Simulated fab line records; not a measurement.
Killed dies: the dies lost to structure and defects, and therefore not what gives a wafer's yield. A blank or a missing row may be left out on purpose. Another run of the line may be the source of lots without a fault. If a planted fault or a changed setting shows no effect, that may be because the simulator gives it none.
Split-lot trial / flow n5 finfet / 21 wafers read from 7 lots, route of 1938 steps

== ON THE SPLIT ==
At N5_PASSIVATION_PASS_ETCH_74 (etches SiNx in CF4/O2, target depth 220 nm, time 110 s), the setting source w was moved away from the recipe's 535 W on 6 of the 21 wafers read, by -15.1% to +16.3%. This setting was run at the recipe's value on the other wafers.

The reading is taken at the split's own step.

== THE READING ==
rf vpp V, in V, at N5_PASSIVATION_PASS_ETCH_74 (etches SiNx in CF4/O2, target depth 220 nm, time 110 s). A value of 240.7 V with a standard deviation of 2.9 V is what fault-free wafers of this fab line usually give.

wafer=L077.1; tool, chamber at the split=rie diel-03, 1; source w as run, W=535; against the recipe=recipe; rf vpp V, V=238.7; against lot-mates on the recipe=-
wafer=L077.4; tool, chamber at the split=rie diel-03, 3; source w as run, W=454.2; against the recipe=-15.1%; rf vpp V, V=259.2; against lot-mates on the recipe=+20.5
wafer=L077.6; tool, chamber at the split=rie diel-03, 2; source w as run, W=454.2; against the recipe=-15.1%; rf vpp V, V=263.0; against lot-mates on the recipe=+24.3
wafer=L079.3; tool, chamber at the split=rie diel-03, 1; source w as run, W=535; against the recipe=recipe; rf vpp V, V=239.0; against lot-mates on the recipe=-
wafer=L079.5; tool, chamber at the split=rie diel-03, 2; source w as run, W=535; against the recipe=recipe; rf vpp V, V=240.6; against lot-mates on the recipe=-
wafer=L079.6; tool, chamber at the split=rie diel-03, 1; source w as run, W=535; against the recipe=recipe; rf vpp V, V=239.2; against lot-mates on the recipe=-
wafer=L080.2; tool, chamber at the split=rie diel-05, 2; source w as run, W=622; against the recipe=+16.3%; rf vpp V, V=222.9; against lot-mates on the recipe=-20.8
wafer=L080.3; tool, chamber at the split=rie diel-05, 3; source w as run, W=535; against the recipe=recipe; rf vpp V, V=242.7; against lot-mates on the recipe=-
wafer=L080.4; tool, chamber at the split=rie diel-05, 1; source w as run, W=535; against the recipe=recipe; rf vpp V, V=244.8; against lot-mates on the recipe=-
wafer=L083.3; tool, chamber at the split=rie diel-05, 2; source w as run, W=535; against the recipe=recipe; rf vpp V, V=239.5; against lot-mates on the recipe=-
wafer=L083.4; tool, chamber at the split=rie diel-05, 0; source w as run, W=535; against the recipe=recipe; rf vpp V, V=237.2; against lot-mates on the recipe=-
wafer=L083.5; tool, chamber at the split=rie diel-05, 3; source w as run, W=535; against the recipe=recipe; rf vpp V, V=241.2; against lot-mates on the recipe=-
wafer=L085.1; tool, chamber at the split=rie diel-06, 0; source w as run, W=461; against the recipe=-13.8%; rf vpp V, V=257.3; against lot-mates on the recipe=no lot-mate on the recipe
wafer=L085.5; tool, chamber at the split=rie diel-06, 3; source w as run, W=461; against the recipe=-13.8%; rf vpp V, V=263.3; against lot-mates on the recipe=no lot-mate on the recipe
wafer=L085.6; tool, chamber at the split=rie diel-06, 2; source w as run, W=461; against the recipe=-13.8%; rf vpp V, V=261.1; against lot-mates on the recipe=no lot-mate on the recipe
wafer=L088.1; tool, chamber at the split=rie diel-03, 1; source w as run, W=535; against the recipe=recipe; rf vpp V, V=239.2; against lot-mates on the recipe=-
wafer=L088.5; tool, chamber at the split=rie diel-03, 2; source w as run, W=535; against the recipe=recipe; rf vpp V, V=240.1; against lot-mates on the recipe=-
wafer=L088.6; tool, chamber at the split=rie diel-03, 1; source w as run, W=535; against the recipe=recipe; rf vpp V, V=237.9; against lot-mates on the recipe=-
wafer=L090.1; tool, chamber at the split=rie diel-05, 1; source w as run, W=535; against the recipe=recipe; rf vpp V, V=244.4; against lot-mates on the recipe=-
wafer=L090.3; tool, chamber at the split=rie diel-05, 0; source w as run, W=535; against the recipe=recipe; rf vpp V, V=238.0; against lot-mates on the recipe=-
wafer=L090.4; tool, chamber at the split=rie diel-05, 3; source w as run, W=535; against the recipe=recipe; rf vpp V, V=238.8; against lot-mates on the recipe=-

THE FIT
A straight line over all 21 wafers: rf vpp V changes by -1.34 V for each +1% of source w; r = -0.97; the points scatter about the line by 2.6 V.
The same after taking each lot's own level away (the mean of its wafers on the recipe; 18 wafers): -1.4 V for each +1%; r = -0.98; scatter 1.8 V.
According to that fit, moving source w by its largest amount changes the reading by 23 V.
The lots' own levels span 238.70 to 243.75 V, that is 1.7 times the standard deviation above.
Hence the lot-to-lot level has little effect on the slope; both slopes agree.
Check: for one of the wafers moved furthest among these (+16.3%), held out of the fit, the line's prediction against its lot-mates is -24.1 V. It came out at -20.8 V against them.
Tool readings at the split's step, against how far the setting was moved: rf vpp V r = -0.97.

== THESE WAFERS: OTHER SPLITS ==
These wafers also went through other splits before the reading. Each is held against what the fit with the lots' levels taken away leaves over:
other split on the same wafers=N5_BEOL_M13_EXPOSE_07 dose mj; wafers away from the commonest value=5; r with rf vpp V (lot level and that fit taken away)=-0.21
other split on the same wafers=N5_BEOL_M14_EXPOSE_07 dose mj; wafers away from the commonest value=6; r with rf vpp V (lot level and that fit taken away)=+0.05
other split on the same wafers=N5_MIM_BOT_LITHO_EXPOSE_05 dose mj; wafers away from the commonest value=7; r with rf vpp V (lot level and that fit taken away)=+0.09

== THE WHOLE CHAIN: every reading that the file lists as answering this split, in the file's order ==
step=N5_PASSIVATION_PASS_ETCH_74; what it does=etches SiNx in CF4/O2, target depth 220 nm, time 110 s; reading=rf vpp V; change (the file's fit)=-1.37 V for each +1% of the setting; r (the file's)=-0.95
step=N5_PASSIVATION_PASS_ETCH_74; what it does=etches SiNx in CF4/O2, target depth 220 nm, time 110 s; reading=etch.depth nm (the simulator's own value, which no gauge read); change (the file's fit)=+1.63 nm for each +1% of the setting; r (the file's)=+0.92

== FILE'S OWN FIT ==
rf vpp V changes by -1.37 V for each +1% of source w, r = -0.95.
